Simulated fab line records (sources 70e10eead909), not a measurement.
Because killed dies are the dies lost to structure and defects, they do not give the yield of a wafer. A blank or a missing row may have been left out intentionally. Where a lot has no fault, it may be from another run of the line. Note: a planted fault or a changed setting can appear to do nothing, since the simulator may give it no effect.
Which of the tools did it? | flow nand harc | Sampling: 8 lots, 24 wafers, 6 of 1302 route steps

## WHAT EACH GAUGE READ, for each wafer
NHARC_END_WLT_00.
lot  | measured     | on        | VT_DECK1_BOTTOM                     | VT_DECK1_BOTTOM_INNER               | VT_DECK1_MEDIAN_NEAR_BOTTOM         | VT_DECK1_MEDIAN_NEAR_BOTTOM_INNER   | VT_DECK1_MIDDLE                     | VT_DECK1_MIDDLE_INNER               | VT_DECK1_TOP                        | VT_DECK1_TOP_INNER                  | VT_DECK2_BOTTOM                     | VT_DECK2_BOTTOM_INNER               | VT_DECK2_MEDIAN_NEAR_BOTTOM         | VT_DECK2_MEDIAN_NEAR_BOTTOM_INNER   | VT_DECK2_MIDDLE                     | VT_DECK2_MIDDLE_INNER               | VT_DECK2_TOP                        | VT_DECK2_TOP_INNER
L984 | day 27 03:10 | prober-02 | 0.872 0.877 0.868                   | 0.868 0.878 0.871                   | 0.876 0.876 0.881                   | 0.868 0.877 0.878                   | 0.891 0.899 0.892                   | 0.885 0.887 0.887                   | 0.898 0.901 0.893                   | 0.896 0.897 0.903                   | 0.867 0.871 0.857                   | 0.874 0.869 0.866                   | 0.873 0.871 0.876                   | 0.876 0.870 0.870                   | 0.875 0.885 0.883                   | 0.879 0.885 0.881                   | 0.898 0.886 0.892                   | 0.898 0.891 0.891
L985 | day 26 18:51 | prober-02 | 0.864 0.868 0.859                   | 0.869 0.881 0.857                   | 0.864 0.875 0.869                   | 0.864 0.865 0.863                   | 0.878 0.887 0.868                   | 0.885 0.878 0.872                   | 0.889 0.891 0.884                   | 0.898 0.885 0.895                   | 0.873 0.878 0.871                   | 0.868 0.876 0.870                   | 0.866 0.879 0.879                   | 0.874 0.883 0.872                   | 0.876 0.889 0.888                   | 0.883 0.886 0.891                   | 0.888 0.895 0.894                   | 0.891 0.891 0.893
L996 | day 30 01:41 | prober-02 | 0.858 0.861 0.863                   | 0.854 0.857 0.857                   | 0.862 0.858 0.848                   | 0.849 0.865 0.861                   | 0.876 0.873 0.873                   | 0.871 0.874 0.877                   | 0.886 0.897 0.886                   | 0.893 0.896 0.893                   | 0.877 0.872 0.874                   | 0.875 0.866 0.875                   | 0.876 0.867 0.873                   | 0.871 0.865 0.877                   | 0.885 0.889 0.886                   | 0.896 0.889 0.883                   | 0.901 0.903 0.904                   | 0.896 0.893 0.898
L100 | day 31 03:14 | prober-01 | 0.858 0.874 0.868 0.867 0.870 0.879 | 0.863 0.871 0.870 0.868 0.871 0.870 | 0.869 0.871 0.875 0.866 0.872 0.868 | 0.866 0.871 0.867 0.867 0.877 0.868 | 0.876 0.869 0.888 0.886 0.885 0.886 | 0.886 0.882 0.888 0.877 0.887 0.883 | 0.890 0.885 0.901 0.895 0.894 0.890 | 0.888 0.896 0.889 0.896 0.895 0.896 | 0.976 0.963 0.962 0.972 0.970 0.967 | 0.976 0.962 0.967 0.971 0.974 0.959 | 0.976 0.970 0.960 0.974 0.974 0.954 | 0.975 0.981 0.968 0.980 0.960 0.979 | 0.983 0.983 0.993 0.993 0.984 0.980 | 0.996 0.983 0.983 0.997 0.985 0.977 | 0.993 0.997 1.002 1.008 1.004 0.996 | 1.000 1.003 0.996 0.998 1.002 0.997
L101 | day 31 10:27 | prober-02 | 0.860 0.864 0.857 0.853 0.869 0.857 | 0.868 0.864 0.865 0.865 0.866 0.861 | 0.858 0.858 0.866 0.855 0.865 0.857 | 0.868 0.872 0.863 0.865 0.865 0.860 | 0.875 0.874 0.882 0.873 0.866 0.872 | 0.877 0.874 0.875 0.872 0.877 0.878 | 0.881 0.884 0.884 0.887 0.886 0.884 | 0.885 0.887 0.892 0.886 0.888 0.883 | 0.978 0.977 0.973 0.968 0.974 0.974 | 0.972 0.983 0.975 0.968 0.971 0.971 | 0.968 0.973 0.978 0.965 0.973 0.971 | 0.971 0.978 0.974 0.976 0.979 0.974 | 0.995 0.992 0.993 0.989 0.986 0.995 | 1.000 0.984 0.987 0.982 0.996 0.984 | 1.009 1.014 1.005 1.009 1.001 1.003 | 1.004 1.014 1.005 1.007 1.002 1.008
L103 | day 33 02:39 | prober-02 | 0.884 0.881 0.886                   | 0.879 0.883 0.881                   | 0.882 0.880 0.878                   | 0.886 0.876 0.880                   | 0.902 0.893 0.894                   | 0.895 0.894 0.895                   | 0.906 0.908 0.909                   | 0.904 0.902 0.906                   | 0.870 0.866 0.873                   | 0.867 0.867 0.874                   | 0.871 0.872 0.873                   | 0.866 0.865 0.877                   | 0.882 0.884 0.891                   | 0.879 0.886 0.875                   | 0.889 0.901 0.899                   | 0.895 0.892 0.894
L105 | day 33 09:12 | prober-01 | 0.883 0.878 0.881                   | 0.892 0.881 0.874                   | 0.885 0.873 0.881                   | 0.887 0.881 0.888                   | 0.887 0.891 0.894                   | 0.891 0.882 0.889                   | 0.897 0.901 0.898                   | 0.903 0.902 0.897                   | 0.879 0.869 0.882                   | 0.874 0.873 0.872                   | 0.879 0.879 0.875                   | 0.885 0.883 0.881                   | 0.894 0.886 0.883                   | 0.894 0.887 0.886                   | 0.899 0.891 0.900                   | 0.893 0.908 0.904
L106 | day 34 11:26 | prober-01 | 0.878 0.872 0.879                   | 0.868 0.882 0.875                   | 0.867 0.885 0.872                   | 0.872 0.879 0.873                   | 0.884 0.893 0.890                   | 0.884 0.885 0.893                   | 0.900 0.905 0.899                   | 0.909 0.911 0.910                   | 0.863 0.859 0.872                   | 0.855 0.862 0.856                   | 0.864 0.861 0.871                   | 0.868 0.868 0.864                   | 0.873 0.884 0.878                   | 0.875 0.885 0.878                   | 0.881 0.889 0.888                   | 0.887 0.887 0.893

NHARC_END_SORT_01.
lot  | measured     | on        | killed at array | killed at other | killed at periphery | killed dies | killed open | killed short
L984 | day 27 06:28 | prober-02 | 51 46 41        | 2 0 1           | 1 2 2               | 54 48 44    | 7 1 5       | 3 2 4
L985 | day 26 21:51 | prober-02 | 52 44 40        | 1 0 0           | 1 2 2               | 54 46 42    | 2 3 1       | 2 2 2
L996 | day 30 04:58 | prober-02 | 53 58 51        | 1 3 3           | 4 1 1               | 58 62 55    | 3 1 1       | 4 4 0
L100 | day 31 17:01 | prober-01 | 30 26 21        | 0 1 0           | 4 3 2               | 34 30 23    | 3 3 0       | 2 2 1
L101 | day 31 23:07 | prober-02 | 72 62 66        | 1 0 0           | 4 4 1               | 77 66 67    | 4 1 3       | 4 3 3
L103 | day 33 05:38 | prober-02 | 65 49 42        | 3 0 3           | 3 6 4               | 71 55 49    | 4 5 3       | 3 2 4
L105 | day 33 12:49 | prober-01 | 32 22 30        | 0 0 0           | 3 4 0               | 35 26 30    | 4 2 2       | 6 2 2
L106 | day 34 14:26 | prober-01 | 58 68 61        | 2 3 1           | 2 4 5               | 62 75 67    | 6 5 2       | 1 3 2

## WHICH TOOL RAN EACH LOT (tool, then ch and the chambers of the sampled wafers, then the start)
lot  | NHARC_A_CHANNEL_HOLE_D2_ETCH_22  | NHARC_A_CHANNEL_HOLE_D2_ETCH_27  | NHARC_A_CHANNEL_FILL_D2_CVD_05   | NHARC_A_CHANNEL_FILL_D2_ETCHBACK_08
L984 | har etch-01 ch 0,1, day 13 12:44 | har etch-01 ch 0,1, day 13 15:47 | lpcvd poly-01 ch 0, day 14 20:33 | rie diel-03 ch 0,1,2, day 27 03:10 or earlier
L985 | har etch-01 ch 0,1, day 14 23:19 | har etch-01 ch 0,1, day 15 02:26 | lpcvd poly-01 ch 0, day 16 06:49 | rie diel-03 ch 2,3, day 26 18:51 or earlier
L996 | har etch-02 ch 0,1, day 19 08:01 | har etch-02 ch 0,1, day 19 11:05 | lpcvd poly-01 ch 0, day 20 14:55 | rie diel-04 ch 0,2,3, day 30 01:41 or earlier
L100 | har etch-02 ch 0,1, day 20 13:27 | har etch-02 ch 0,1, day 20 16:34 | lpcvd poly-01 ch 0, day 21 21:24 | rie diel-03 ch 0,2,3, day 31 03:14 or earlier
L101 | har etch-01 ch 0,1, day 20 15:10 | har etch-01 ch 0,1, day 20 18:17 | lpcvd poly-01 ch 0, day 21 21:24 | rie diel-13 ch 1,2, day 31 10:27 or earlier
L103 | har etch-01 ch 0,1, day 22 02:53 | har etch-01 ch 0,1, day 22 06:00 | lpcvd poly-04 ch 0, day 23 15:42 | rie diel-03 ch 0,1,2, day 33 02:39 or earlier
L105 | har etch-02 ch 0,1, day 22 05:12 | har etch-02 ch 0,1, day 22 08:10 | lpcvd poly-04 ch 0, day 23 15:42 | rie diel-13 ch 0,1,3, day 33 09:12 or earlier
L106 | har etch-02 ch 0,1, day 23 04:40 | har etch-02 ch 0,1, day 23 07:47 | lpcvd poly-02 ch 0, day 24 11:44 | rie diel-03 ch 1,2,3, day 34 11:26 or earlier
- NHARC_A_CHANNEL_HOLE_D2_ETCH_22: etches the open film in C4F8/O2/Ar, time 666.7 s, target depth 1600 nm.
- NHARC_A_CHANNEL_HOLE_D2_ETCH_27: etches the open film in C4F8/O2/Ar, time 90 s, target depth 400 nm.
- NHARC_A_CHANNEL_FILL_D2_CVD_05: deposits poly-Si, target thk 5 nm.
- NHARC_A_CHANNEL_FILL_D2_ETCHBACK_08: etches the open film in C4F8, target depth 220 nm, time 110 s.

## WHAT THE TOOLS THEMSELVES READ (means of the sampled wafers that have a number; where no wafer has one, the mark that the record gives instead)
NHARC_A_CHANNEL_HOLE_D2_ETCH_22.
lot  | tool        | drypump motor current A (A) | o2 flow sccm (sccm) | oes air line au (a.u.) | showerhead plenum p Torr (Torr) | throttle valve pct (%)
L984 | har etch-01 | 5.7                         | 35.70               | 0.997                  | 3.50                            | 32.153
L985 | har etch-01 | 5.7                         | 35.76               | 1.020                  | 3.49                            | 32.156
L996 | har etch-02 | 5.6                         | 35.66               | 1.005                  | 3.92                            | 32.162
L100 | har etch-02 | 5.6                         | 35.81               | 1.009                  | 3.91                            | 32.153
L101 | har etch-01 | 5.7                         | 35.71               | 1.011                  | 3.45                            | 32.154
L103 | har etch-01 | 5.7                         | 35.58               | 1.003                  | 3.44                            | 32.162
L105 | har etch-02 | 5.6                         | 35.63               | 1.003                  | 3.90                            | 32.156
L106 | har etch-02 | 6.1                         | 35.94               | 0.991                  | 3.89                            | 32.146

NHARC_A_CHANNEL_HOLE_D2_ETCH_27.
lot  | tool        | drypump motor current A (A) | o2 flow sccm (sccm) | oes air line au (a.u.) | showerhead plenum p Torr (Torr) | throttle valve pct (%)
L984 | har etch-01 | 5.7                         | 83.42               | 1.015                  | 3.54                            | 27.624
L985 | har etch-01 | 5.7                         | 83.33               | 1.010                  | 3.52                            | 27.620
L996 | har etch-02 | 5.6                         | 83.27               | 1.000                  | 3.96                            | 27.616
L100 | har etch-02 | 5.6                         | 83.33               | 0.999                  | 3.95                            | 27.621
L101 | har etch-01 | 5.7                         | 83.32               | 0.993                  | 3.48                            | 27.621
L103 | har etch-01 | 5.7                         | 83.39               | 1.011                  | 3.47                            | 27.627
L105 | har etch-02 | 5.6                         | 83.08               | 1.005                  | 3.94                            | 27.619
L106 | har etch-02 | 6.1                         | 83.22               | 1.004                  | 3.93                            | 27.621

NHARC_A_CHANNEL_FILL_D2_CVD_05.
lot  | tool          | spike tc bottom C (C) | spike tc centre C (C) | spike tc lower C (C) | spike tc top C (C) | spike tc upper C (C) | tube center temp C (C)
L984 | lpcvd poly-01 | 572.4                 | 550.3                 | 550.2                | 568.8              | 550.1                | 550
L985 | lpcvd poly-01 | 572.3                 | 549.7                 | 550.0                | 567.6              | 549.7                | 550
L996 | lpcvd poly-01 | 573.3                 | 549.5                 | 550.1                | 567.8              | 549.8                | 550
L100 | lpcvd poly-01 | 586.8                 | 565.9                 | 566.8                | 583.3              | 565.5                | 566
L101 | lpcvd poly-01 | 587.1                 | 564.8                 | 565.4                | 582.3              | 565.5                | 565
L103 | lpcvd poly-04 | 569.4                 | 549.7                 | 549.8                | 570.1              | 550.8                | 550
L105 | lpcvd poly-04 | 569.3                 | 550.5                 | 549.0                | 570.5              | 550.7                | 550
L106 | lpcvd poly-02 | 571.7                 | 549.3                 | 549.6                | 570.0              | 549.3                | 550

NHARC_A_CHANNEL_FILL_D2_ETCHBACK_08.
lot  | tool        | oes product au (a.u.) | rf vpp V (V)
L984 | rie diel-03 | 0.99                  | 439.8
L985 | rie diel-03 | 0.92                  | 439.7
L996 | rie diel-04 | 0.92                  | 443.0
L100 | rie diel-03 | 0.96                  | 438.8
L101 | rie diel-13 | 1.00                  | 439.9
L103 | rie diel-03 | 0.99                  | 439.3
L105 | rie diel-13 | 0.92                  | 441.3
L106 | rie diel-03 | 0.99                  | 438.7

## THE ANSWER, worked out from the rows above alone
Rule: the usual values come from the lots themselves. Put in order of their means at a reading, lots are off if they are a third of the lots or fewer, leave a main group of 4 or more, and stand apart from it by a gap of 3 or more times the standard deviation of the main group's means; of several such gaps the widest counts. Not used: any main group whose means are identical at the precision the tables above print for the reading. Also off: a lot with no number at a reading for which 4 or more lots have one. Where the step has rows for the other lots, those lots are counted as sound. The gauges are gone through in route order, then the tools' own readings, and for those a lot's mean is taken as printed above. The first step at which some lot is off is used, and at that step the reading that is off furthest; a lot without a number counts as furthest.
Off: L100, L101, seen at NHARC_END_WLT_00 (VT_DECK2_MIDDLE). For the main group the mean is 0.884 and the standard deviation 0.0033.
If a tool, at a process step before that reading, ran all the lots that are off and no sound lot after the first of them, it fits. Not tried: the gauges at NHARC_END_WLT_00; whatever is off there is also off at NHARC_A_CHANNEL_FILL_D2_CVD_05, on other tools, and gauge error can't account for it. With no start given for some of its lots, NHARC_A_CHANNEL_FILL_D2_ETCHBACK_08 uses the hours and lot order of NHARC_END_WLT_00. One fits: NHARC_A_CHANNEL_FILL_D2_CVD_05 on lpcvd poly-01. Its last sound lot is L996 (day 20 14:55), its first lot that is off L100 (day 21 21:24): a fault that began between those two fits.
The tool's own readings at NHARC_A_CHANNEL_FILL_D2_CVD_05 bear it out: on the lots that are off they differ by more than 5 times the standard deviation of the sound lots' means. spike tc bottom C reads 587.0 C there against 571.4 C on the sound lots; spike tc centre C reads 565.3 C there against 549.8 C on the sound lots; spike tc lower C reads 566.1 C there against 549.8 C on the sound lots; spike tc top C reads 582.8 C there against 569.1 C on the sound lots; spike tc upper C reads 565.5 C there against 550.1 C on the sound lots; tube center temp C reads 566 C there against 550 C on the sound lots.

## WHAT THE SIMULATOR HAD PUT IN
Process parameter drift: lpcvd poly-01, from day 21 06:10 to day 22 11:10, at NHARC_A_CHANNEL_FILL_D2_CVD_05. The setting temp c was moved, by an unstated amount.
Struck lots among those shown: L100, L101. Same finding as the rule above.
